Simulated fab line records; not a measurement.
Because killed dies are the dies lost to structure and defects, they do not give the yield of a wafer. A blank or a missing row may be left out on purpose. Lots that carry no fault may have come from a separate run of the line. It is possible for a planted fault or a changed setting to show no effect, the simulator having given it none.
Struck lot and sound lot, side by side :: flow nand-harc :: 16 out of 1302 route steps
Sound: wafers L320.1, L320.3, L320.4. Struck: wafers L336.5, L336.6. (L336.4 of the same lot was not struck and is left out.) The cause comes at the end.
Per side, at each step with rows, come the tool, then ch with its chambers, and then its first start. Under that, the readings that differ: sound wafers :: struck wafers :: difference of the means :: sigmas: that difference in standard deviations of wafers without a fault.
alike: words and numbers the same on both sides, and readings whose means are apart by under 2 such deviations; not compared: readings that were withheld, readings missing a value for some wafer, numbers with overlapping values and no deviation given by the record, and bounds like >300 which may hide the same value.
A row with sigmas, a row that says differs or no value, or rows on one side alone: a step with any of these is where the two part. Numbers that have no deviation but don't overlap get no sigmas and don't part them. A reading missing from all wafers of one side parts the sides only when that side holds two or more wafers.

NHARC_A_DECK1_JOINT_INSPECT_05:
  struck on defect-inspect-01, day 19 19:58; sound on defect-inspect-02, day 13 01:25
  alike: raw-defect-count
then NHARC_A_ONON_D2_DEP_00 (target thk 1000 nm), 1 step lacking rows for these wafers.
NHARC_A_ONON_D2_THK_MEAS_02: measures by ellipsometry.
  struck on film-metro-02, day 19 20:32; sound on film-metro-02, day 13 01:59
  alike: thk-nm
then NHARC_A_ONON_D2_DEP_03 (target thk 1000 nm), 1 step lacking rows for these wafers.
NHARC_A_ONON_D2_THK_MEAS_05: measures by ellipsometry.
  struck on film-metro-02, day 19 21:06; sound on film-metro-01, day 13 02:33
  alike: thk-nm
then NHARC_A_ONON_D2_DEP_06 (target thk 1000 nm), 1 step lacking rows for these wafers.
NHARC_A_ONON_D2_THK_MEAS_08: measures by ellipsometry.
  struck on film-metro-01, day 19 21:40; sound on film-metro-02, day 13 03:07
  alike: thk-nm
then NHARC_A_ONON_D2_DEP_09 (target thk 1000 nm), 1 step lacking rows for these wafers.
NHARC_A_ONON_D2_THK_MEAS_11: measures by ellipsometry.
  struck on film-metro-01, day 19 22:15; sound on film-metro-02, day 13 03:41
  alike: thk-nm
then NHARC_A_ONON_D2_DEP_12 (target thk 1000 nm), 1 step lacking rows for these wafers.
NHARC_A_ONON_D2_THK_MEAS_14: measures by ellipsometry.
  struck on film-metro-01, day 19 22:49; sound on film-metro-02, day 13 04:15
reading: thk-nm (nm)
sound: 996 994 996
struck: 1020 1020
difference: +25
sigmas: +3
then, 1 step without rows for these wafers: NHARC_A_ONON_D2_ANNEAL_15 (time 3600 s).
NHARC_A_ONON_D2_DEP_16: target thk 1000 nm.
  sound on pecvd-onon-02 ch 0, day 13 12:06; struck on pecvd-onon-03 ch 0, day 20 06:58
  alike: nh3-flow-sccm
NHARC_A_ONON_D2_THK_MEAS_18: measures by ellipsometry.
  struck on film-metro-01, day 20 07:19; sound on film-metro-02, day 13 12:37
reading: thk-nm (nm)
sound: 1012 1012 1014
struck: 1596 1596
difference: +583
sigmas: +59
then NHARC_A_ONON_D2_DEP_19 (target thk 1000 nm), 1 step lacking rows for these wafers.
-- the record jumps here: 12 days lie between the struck wafers' starts before and after (it left off in module A_ONON_D2 and takes up again in module END, whose first step shown is number 1302 of the route) --
NHARC_END_SORT_01:
  the record has rows for the struck wafers here (prober-02 ch 0, day 32 08:02) and none for the sound ones

## WHERE THEY PART
At NHARC_A_ONON_D2_THK_MEAS_14 first; at NHARC_END_SORT_01 last (within this record only).

WHY: whatever the simulator had introduced
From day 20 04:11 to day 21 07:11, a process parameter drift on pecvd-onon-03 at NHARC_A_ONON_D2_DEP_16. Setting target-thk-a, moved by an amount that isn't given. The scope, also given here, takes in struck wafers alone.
